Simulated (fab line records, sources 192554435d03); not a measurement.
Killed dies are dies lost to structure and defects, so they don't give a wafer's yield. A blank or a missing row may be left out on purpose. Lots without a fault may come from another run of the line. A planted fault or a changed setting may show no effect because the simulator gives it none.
A struck lot beside a sound one | flow n5_finfet | 39 steps out of a route of 1938
Sound: wafers L766.2, L766.3, L766.6. Struck: wafers L779.4, L779.5, L779.6. The cause comes at the end.
At each step with rows: each side's tool, then ch and its chambers, then its first start. Under that, the readings that differ: sound wafers | struck wafers | difference of the means | sigmas: that difference in standard deviations of wafers without a fault.
alike: readings whose means differ by less than 2 such deviations, and words and numbers that are the same on both sides. not compared: withheld readings, readings that some wafer has no value for, bounds like >300 that may hide the same value, and numbers for which the record gives no deviation and whose values overlap.
The two part at a step that has a row with sigmas, a row that says differs or no value, or rows on one side only. Numbers that don't overlap but have no deviation are shown without sigmas and don't part them. A reading that every wafer of one side lacks parts them only if that side has two wafers or more.

first, 10 steps without rows for these wafers: N5_MOL_CONTACT_COAG_SPUTTER_143 (material Co, target thk 2.5 nm); N5_MOL_CONTACT_COAG_CO_FILL_22 (material Co, precursor CCTBA/H2, target thk 20 nm); N5_MOL_CONTACT_COAG_ANNEAL_113 (time 300 s); N5_MOL_CONTACT_COAG_PRE_CLEAN_142 (time 60 s); N5_MOL_CONTACT_COAG_SPUTTER_130 (material Co, target thk 47.5 nm); N5_MOL_CONTACT_COAG_PRECLEAN_125 (cleans in DIW, time 57.5 s); N5_MOL_CONTACT_COAG_SRD_126 (dry time 32 s); N5_MOL_CONTACT_COAG_CMP_23 (polishes, stops on SiO2, t overpolish 1.5 s, target thk 0 nm); N5_MOL_CONTACT_COAG_WET_ETCH_26 (target Co, target depth 13 nm); N5_MOL_CONTACT_COAG_WET_ETCH_116 (etches the open film in SC1-inhibited, target depth 4.6 nm, rinse time 30 s).
N5_MOL_CONTACT_COAG_ALD_27: deposits SiOC, target thk 17 nm, pulse time 1.5 s, time 2720 s.
  sound on ald_sin-02 ch 1,2, day 6 06:33; struck on ald_sin-01 ch 2,3, day 9 15:17
  no value came back on the struck wafers for ald_cycles, chamber_pressure_Torr (Torr), heater_power_w (W), precursor_pulse_height_rel; on the sound wafers ald_cycles reads 340 340 340
then, 25 steps without rows for these wafers: N5_MOL_CONTACT_COAG_CMP_28 (polishes, stops on SiNx, t overpolish 0.85 s, target thk 14.522 nm); N5_MOL_CONTACT_COAG_ALD_123 (deposits SiNx, target thk 5 nm, pulse time 1 s, purge time 2 s); N5_MOL_CONTACT_COAG_PECVD_31 (deposits SiO2 from TEOS/O2, target thk 46 nm, time 8.9 s); N5_MOL_CONTACT_COAG_COAT_75 (time 60 s, resist thk 60 nm); N5_MOL_CONTACT_COAG_COAT_76 (time 60 s, resist thk 10 nm); N5_MOL_CONTACT_COAG_COAT_77 (time 60 s, resist thk 10 nm); N5_MOL_CONTACT_COAG_COAT_78 (resist thk 40 nm); N5_MOL_CONTACT_COAG_EBR_80; N5_MOL_CONTACT_COAG_SOFTBAKE_79 (time 60 s); N5_MOL_CONTACT_COAG_EXPOSE_81 (exposes mask VG, defocus 0 nm); N5_MOL_CONTACT_COAG_PEB_82 (peb time 60 s); N5_MOL_CONTACT_COAG_DEVELOP_83 (develop time 30 s); N5_MOL_CONTACT_COAG_DESCUM_88 (chemistry O2, time 7 s); N5_MOL_CONTACT_COAG_ETCH_89 (etches underlayer in N2/H2, target depth 13 nm, time 10.4 s); N5_MOL_CONTACT_COAG_ETCH_90 (etches SiARC in CF4, target depth 13 nm, time 21.7 s); N5_MOL_CONTACT_COAG_ALD_131 (deposits SiO2, target thk 5 nm, pulse time 1 s, co reactant pulse time 1 s); N5_MOL_CONTACT_COAG_ETCHBACK_132 (etches SiO2 in CHF3, target depth 10 nm, time 6.7 s); N5_MOL_CONTACT_COAG_ETCH_91 (etches SOC in N2/H2, target depth 60 nm, overetch 21 nm, time 101.2 s); N5_MOL_CONTACT_COAG_STRIP_92 (strips in N2/H2); N5_MOL_CONTACT_COAG_STRIP_93 (strips in N2/H2); N5_MOL_CONTACT_COAG_ETCHBACK_135 (etches SiO2 in CHF3, target depth 25 nm, time 16.7 s); N5_MOL_CONTACT_COAG_STRIP_118 (strips in CHF3); N5_MOL_CONTACT_COAG_VIA_ETCH_46 (etches SiO2 in C4F6/O2, target depth 46 nm, overetch 9.2 nm, time 40 s); N5_MOL_CONTACT_COAG_STRIP_96 (strips in N2/H2); N5_MOL_CONTACT_COAG_ETCH_47 (etches SiNx in CH3F/O2, stops on W, target depth 27 nm).
N5_MOL_CONTACT_COAG_ETCH_48: etches SiOC in C4F6/O2, target depth 15 nm, overetch 4.5 nm, time 17 s.
  sound on rie_diel-02 ch 2,3, day 6 11:38; struck on rie_diel-06 ch 2,3, day 9 20:12
  reading                  | sound             | struck         | difference | sigmas
  oes_product_au (a.u.)    | 0.75 0.64 0.75    | 0.28 0.31 0.28 | -0.42      | -6
  model.etch.depth_nm (nm) | 14.89 14.22 14.97 | 0 0 0          | -15        |
  alike: bias_w, drypump_motor_current_A, mfc_ar_sccm, oes_ar_750_au, rf_vpp_V, showerhead_plenum_p_Torr, throttle_valve_pct
  not compared: rf_hours_counter_h
N5_BEOL_M4_RC_MEAS_101:
  the record has rows for the sound wafers here (prober-02 ch 0, day 9 03:31) and none for the struck ones
-- the record jumps here: 7 days lie between the struck wafers' starts before and after (it left off in module BEOL_M4 and takes up again in module PASSIVATION, whose first step shown is number 1936 of the route) --
N5_PASSIVATION_PROBE_49:
  sound on prober-02, day 13 17:59; struck on prober-02, day 16 17:46
  reading                  | sound          | struck         | difference | sigmas
  defect_limited_yield (%) | 91.2 95.2 92.7 | 28.6 28.1 27.6 | -64.9      | -43
  killed_at_contacts       | 4 4 8          | 764 770 765    | +761       | +99 or more
  killed_dies              | 104 57 86      | 842 848 854    | +766       | +43
  killed_on_rim            | 14 4 6         | 58 109 65      | +69        | +16
  sort_bin_5_function (%)  | 4.7 3.0 3.9    | 67.5 68.1 69.5 | +64.5      | +65
  sort_n_pass              | 1076 1123 1094 | 338 332 326    | -766       | -43
  sort_yield_pct (%)       | 91.2 95.2 92.7 | 28.6 28.1 27.6 | -64.9      | -43
  alike: killed_at_M0_to_M3, killed_at_M4_up, killed_at_front_end, killed_at_other, killed_open, killed_short, sort_bin_6_memory

WHERE THEY PART
First at N5_MOL_CONTACT_COAG_ALD_27; last, within this record, at N5_PASSIVATION_PROBE_49.

WHY: what the simulator had put in
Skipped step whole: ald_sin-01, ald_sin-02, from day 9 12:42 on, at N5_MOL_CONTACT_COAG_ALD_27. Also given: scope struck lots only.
